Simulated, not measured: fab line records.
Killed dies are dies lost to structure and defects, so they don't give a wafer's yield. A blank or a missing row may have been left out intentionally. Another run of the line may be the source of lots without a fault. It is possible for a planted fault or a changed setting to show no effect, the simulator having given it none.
What tool caused it? + flow nand-harc + 12 lots, 36 wafers sampled, at 6 steps of a route of 1302

WHAT EACH GAUGE READ, for each wafer
NHARC_P_M2_CD_MEAS_09: target cd 170 nm.
| lot  | measured     | on        | cd-nm (nm)        |
|------|--------------|-----------|-------------------|
| L075 | day 6 17:37  | cd-sem-03 | 170.8 170.4 170.2 |
| L077 | day 7 21:41  | cd-sem-02 | 168.9 169.1 168.7 |
| L079 | day 8 07:20  | cd-sem-01 | 170.4 170.3 171.1 |
| L081 | day 9 05:02  | cd-sem-01 | 170.2 170.3 170.4 |
| L083 | day 10 06:37 | cd-sem-01 | 170.0 170.5 169.8 |
| L085 | day 10 23:20 | cd-sem-01 | 169.4 170.5 169.6 |
| L087 | day 11 15:59 | cd-sem-02 | 169.7 170.6 170.1 |
| L088 | day 12 12:47 | cd-sem-02 | 169.1 170.7 170.1 |
| L091 | day 13 06:23 | cd-sem-01 | 169.4 169.7 169.2 |
| L093 | day 14 06:50 | cd-sem-02 | 170.4 170.1 170.6 |
| L095 | day 14 21:52 | cd-sem-02 | 170.3 170.0 170.4 |
| L097 | day 16 07:29 | cd-sem-03 | 170.0 169.8 169.3 |

EACH LOT AND THE TOOL THAT RAN IT (in order: tool; ch and the chambers of the sampled wafers; start)
| lot  | NHARC_P_CONTACT_DEGAS_38     | NHARC_P_CONTACT_CMP_24        | NHARC_P_M1_DEGAS_29          | NHARC_P_M1_PRE_CLEAN_30                 | NHARC_P_M1_PRE_CLEAN_32         |
|------|------------------------------|-------------------------------|------------------------------|-----------------------------------------|---------------------------------|
| L075 | pvd-sputter-03, day 6 07:01  | cmp-04 ch 2,3, day 6 08:08    | pvd-sputter-03, day 6 14:48  | pvd-sputter-03, day 6 16:26 or earlier  | pecvd-03 ch 0,2, day 6 16:26    |
| L077 | pvd-sputter-01, day 7 11:05  | cmp-01 ch 0,1,2, day 7 12:13  | pvd-sputter-02, day 7 18:46  | pvd-sputter-02, day 7 20:25 or earlier  | pecvd-02 ch 0,1,2, day 7 20:25  |
| L079 | pvd-sputter-01, day 7 20:52  | cmp-04 ch 0,1,3, day 7 22:00  | pvd-sputter-02, day 8 04:32  | pvd-sputter-02, day 8 06:09 or earlier  | pecvd-02 ch 0,1, day 8 06:09    |
| L081 | pvd-sputter-03, day 8 18:11  | cmp-03 ch 0,2,3, day 8 19:17  | pvd-sputter-01, day 9 01:59  | pvd-sputter-01, day 9 03:42 or earlier  | pecvd-02 ch 1,2, day 9 03:42    |
| L083 | pvd-sputter-03, day 9 20:01  | cmp-01 ch 0,1,2, day 9 21:09  | pvd-sputter-03, day 10 03:47 | pvd-sputter-03, day 10 05:27 or earlier | pecvd-02 ch 0,1, day 10 05:27   |
| L085 | pvd-sputter-03, day 10 11:49 | cmp-04 ch 0,2,3, day 10 13:30 | pvd-sputter-02, day 10 20:21 | pvd-sputter-02, day 10 22:00 or earlier | pecvd-03 ch 1,2, day 10 22:00   |
| L087 | pvd-sputter-02, day 11 04:42 | cmp-04 ch 1,2,3, day 11 05:47 | pvd-sputter-02, day 11 12:52 | pvd-sputter-02, day 11 14:29 or earlier | pecvd-02 ch 0,1, day 11 14:29   |
| L088 | pvd-sputter-02, day 12 02:10 | cmp-01 ch 0,3, day 12 03:17   | pvd-sputter-01, day 12 09:49 | pvd-sputter-01, day 12 11:27 or earlier | pecvd-01 ch 0,2, day 12 11:27   |
| L091 | pvd-sputter-03, day 12 19:43 | cmp-04 ch 0,2,3, day 12 20:50 | pvd-sputter-01, day 13 03:35 | pvd-sputter-01, day 13 05:11 or earlier | pecvd-03 ch 1,2, day 13 05:11   |
| L093 | pvd-sputter-02, day 13 20:14 | cmp-03 ch 2,3, day 13 21:20   | pvd-sputter-02, day 14 03:51 | pvd-sputter-02, day 14 05:41 or earlier | pecvd-03 ch 0,1,2, day 14 05:41 |
| L095 | pvd-sputter-02, day 14 11:21 | cmp-03 ch 0,1, day 14 12:28   | pvd-sputter-01, day 14 19:03 | pvd-sputter-01, day 14 20:41 or earlier | pecvd-03 ch 0,1,2, day 14 20:41 |
| L097 | pvd-sputter-02, day 15 21:09 | cmp-01 ch 0,1,2, day 15 22:16 | pvd-sputter-01, day 16 04:40 | pvd-sputter-01, day 16 06:17 or earlier | pecvd-02 ch 0,1,2, day 16 06:17 |
- NHARC_P_CONTACT_DEGAS_38: time 60 s.
- NHARC_P_CONTACT_CMP_24: polishes, t overpolish 30 s, target thk 200 nm.
- NHARC_P_M1_DEGAS_29: time 60 s.
- NHARC_P_M1_PRE_CLEAN_30: time 30 s.
- NHARC_P_M1_PRE_CLEAN_32: time 12 s.

THE ANSWER, worked out from the rows above alone
Rule: what is usual is taken from the lots themselves. Put in order of their means at a reading, lots are off if they are a third of the lots or fewer, leave a main group of 4 or more, and stand apart from it by a gap of 3 or more times the standard deviation of the main group's means; of several such gaps the widest counts. Not used: any main group whose means are identical at the precision the tables above print for the reading. Also off: a lot with no number at a reading for which 4 or more lots have one. Any other lot the step has rows for is counted as sound.
Nothing can be told from this: no lot is off at any reading shown.

WHAT WAS PUT IN BY THE SIMULATOR
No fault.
